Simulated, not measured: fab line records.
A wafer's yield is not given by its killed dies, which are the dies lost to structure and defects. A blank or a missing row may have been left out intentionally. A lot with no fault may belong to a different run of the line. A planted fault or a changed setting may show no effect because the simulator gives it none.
Which of the tools did it? ; flow n5 finfet ; 8 lots with 24 wafers sampled at 4 steps, on a route of 1938 steps

## WHAT THE GAUGES READ, wafer by wafer
N5_BEOL_M4_RC_MEAS_101.
lot;measured;on;IOFF_N (nA/um)
L363;day 10 00:26;prober-02;0.18 0.21 0.18
L364;day 9 19:16;prober-02;0.14 0.18 0.19
L365;day 10 00:10;prober-01;0.22 0.20 0.18
L367;day 10 19:17;prober-01;482.10 - 319.59
L369;day 11 00:59;prober-01;732.68 - -
L376;day 12 22:56;prober-01;0.13 0.14 0.15
L380;day 14 10:52;prober-02;0.18 0.21 0.16
L381;day 14 13:47;prober-02;0.27 0.13 0.18

## WHAT TOOL EACH LOT RAN ON (gives the tool, then ch and the chambers of the sampled wafers, and finally the start)
lot;N5_SD_EPI_P_ETCH_37;N5_SD_ACTIVATION_RTA_00;N5_ILD0_CMP_07
L363;rie diel-04 ch 0,1,3, day 4 11:51;rtp anneal-01 ch 0, day 4 17:32;cmp-01 ch 0,2,3, day 4 20:57
L364;rie diel-04 ch 2,3, day 4 17:08;rtp anneal-01 ch 0, day 4 20:47;cmp-02 ch 0,2, day 5 00:14
L365;rie diel-02 ch 0,3, day 4 22:27;rtp anneal-02 ch 0, day 5 02:12;cmp-04 ch 0,3, day 5 06:11
L367;rie diel-04 ch 1,3, day 5 13:07;rtp anneal-01 ch 0, day 5 16:47;cmp-01 ch 0,1,3, day 5 20:22
L369;rie diel-06 ch 0,1,3, day 6 03:43;rtp anneal-01 ch 0, day 6 07:24;cmp-02 ch 0,1, day 6 10:50
L376;rie diel-02 ch 0,1, day 7 18:20;rtp anneal-02 ch 0, day 7 22:43;cmp-01 ch 1,2, day 8 02:21
L380;rie diel-06 ch 0,2, day 8 17:34;rtp anneal-01 ch 0, day 8 21:22;cmp-02 ch 0,2,3, day 9 02:48
L381;rie diel-04 ch 0,1, day 9 03:08;rtp anneal-01 ch 0, day 9 06:55;cmp-02 ch 0,2, day 9 10:45
- N5_SD_EPI_P_ETCH_37: etches SOC in N2/H2, overetch 108 nm, time 486 s.
- N5_SD_ACTIVATION_RTA_00: time 0 s.
- N5_ILD0_CMP_07: polishes SiO2 flowable, stops on poly-Si, t overpolish 1.18 s, target thk 138.88 nm.

## THE ANSWER, worked out from the rows above alone
Rule: the usual values come from the lots themselves. The widest of any qualifying gaps counts: lots, ordered by their means at a reading, are off when they make up no more than a third of the lots, leave a main group of 4 or more, and stand apart from it by 3 or more times the standard deviation of that group's means. A main group is skipped when, at the precision printed for the reading in the tables above, its means are all equal. Also off: a lot with no number at a reading for which 4 or more lots have one. Where the step has rows for the other lots, those lots are counted as sound.
Off: L367, L369, seen at N5_BEOL_M4_RC_MEAS_101 (IOFF_N). The main group: mean 0.18 nA/um, standard deviation 0.02.
A tool fits if, at a process step before that reading, it ran every lot that is off, and no sound lot after the first of them. Gauges at N5_BEOL_M4_RC_MEAS_101: tried the same way as those tools. Of those tried, none fits.

## WHAT WAS PUT IN BY THE SIMULATOR
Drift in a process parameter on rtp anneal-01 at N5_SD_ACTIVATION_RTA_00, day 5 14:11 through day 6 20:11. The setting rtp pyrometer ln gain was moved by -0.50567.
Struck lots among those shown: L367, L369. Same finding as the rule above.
